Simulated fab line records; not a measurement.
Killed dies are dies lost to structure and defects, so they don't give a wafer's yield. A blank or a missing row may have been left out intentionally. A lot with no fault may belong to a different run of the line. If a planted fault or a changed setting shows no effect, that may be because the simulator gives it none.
Chamber matching -- flow n5Finfet -- N5_BEOL_M5_CO_CAP_78 on cvdCo-01 has 3 sister chambers
The step material Co, precursor CCTBA/H2, target thk 2 nm, time 102.1 s. 3 wafers are shown with their chamber, then 12 later ones without.

== WAFERS WITH THEIR CHAMBER ==
wafer,chamber,heaterPowerW (W)
L087.5,0,274
L088.2,1,285
L088.5,2,239

== WAFERS WHOSE CHAMBER IS MISSING ==
wafer,heaterPowerW (W)
L089.1,272
L089.2,280
L089.4,285
L091.3,269
L091.4,239
L091.6,270
L095.1,275
L095.2,282
L095.3,242
L097.1,238
L097.3,281
L097.6,269

== THE CHAMBER EACH PASSED THROUGH ==
wafer,from the rows above,in truth
L089.1,0,0
L089.2,can't be placed: 1 or 0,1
L089.4,1,1
L091.3,0,0
L091.4,2,2
L091.6,0,0
L095.1,0,0
L095.2,can't be placed: 1 or 0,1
L095.3,2,2
L097.1,2,2
L097.3,can't be placed: 1 or 0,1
L097.6,0,0
9 of 12 placed correctly. Not placeable from these rows: 3 (in 3, the candidates include the true chamber). Placed wrongly: 0.
How it was worked out, from the rows above alone: a wafer's distance from a chamber is the root of the sum, over the readings, of the square of ((its reading less the chamber's mean) divided by the reading's scatter). If the next closest chamber is less than 2 further off than the closest, the wafer can't be placed; otherwise it belongs to the closest. A chamber's mean is the mean of its shown wafers. The scatter: root of mean squared gap, hidden wafer to nearest shown wafer, with one shown wafer a chamber.
